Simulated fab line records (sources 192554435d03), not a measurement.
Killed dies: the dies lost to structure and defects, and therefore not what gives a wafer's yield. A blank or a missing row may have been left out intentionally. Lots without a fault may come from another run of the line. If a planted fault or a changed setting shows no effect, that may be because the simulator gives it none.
What tool caused it? :: flow n5-finfet :: at 1 step of a route of 1938, 10 lots with 30 wafers sampled

## WHAT EACH GAUGE READ, for each wafer
N5_BEOL_M7_CD_MEAS_18: pitch 80 nm, target cd 40 nm. Usual: cd-nm reads 39.9 nm (standard deviation 0.49).
lot: L131
measured: day 9 08:10
on: cd-sem-02
cd-nm (nm): 39.7 40.1 39.0
flag: 

lot: L133
measured: day 9 10:37
on: cd-sem-03
cd-nm (nm): 39.7 39.3 39.5
flag: 

lot: L135
measured: day 10 13:56
on: cd-sem-02
cd-nm (nm): 39.3 39.3 39.6
flag: 

lot: L144
measured: day 12 21:37
on: cd-sem-03
cd-nm (nm): 40.6 40.0 40.3
flag: 

lot: L143
measured: day 13 00:35
on: cd-sem-01
cd-nm (nm): 40.6 40.2 40.1
flag: 

lot: L145
measured: day 13 01:37
on: cd-sem-03
cd-nm (nm): 40.6 40.2 39.8
flag: 

lot: L146
measured: day 13 04:47
on: cd-sem-03
cd-nm (nm): 40.1 40.7 39.9
flag: 

lot: L150
measured: day 14 01:13
on: cd-sem-02
cd-nm (nm): 40.4 40.1 40.3
flag: 

lot: L149
measured: day 14 07:26
on: cd-sem-03
cd-nm (nm): 41.0 40.6 40.8
flag: 

lot: L152
measured: day 14 15:38
on: cd-sem-03
cd-nm (nm): 40.0 40.1 40.0
flag: 

## EACH LOT AND THE TOOL THAT RAN IT (in order: tool; ch and the chambers of the sampled wafers; start)
There is no process step in the record ahead of these readings.

## WHAT THE TOOLS THEMSELVES READ (means of the sampled wafers that have a number; where no wafer has one, the mark that the record gives instead)
The record holds no such reading with a usual standard deviation.

## THE ANSWER, worked out from the rows above alone
Rule: lot off if the mean of its wafers having a number is beyond 3 standard deviations from the usual mean. A lot without any number at a reading at which 4 lots or more have one is off too. All remaining lots with rows at the step are treated as sound. First the gauges in route order, then the tools' own readings, where a lot's mean is used as printed above. The first step at which some lot is off is used, and at that step the reading that is off furthest; a lot without a number counts as furthest.
Nothing can be told from this: no lot is off at any reading shown.

## WHAT THE SIMULATOR PUT IN
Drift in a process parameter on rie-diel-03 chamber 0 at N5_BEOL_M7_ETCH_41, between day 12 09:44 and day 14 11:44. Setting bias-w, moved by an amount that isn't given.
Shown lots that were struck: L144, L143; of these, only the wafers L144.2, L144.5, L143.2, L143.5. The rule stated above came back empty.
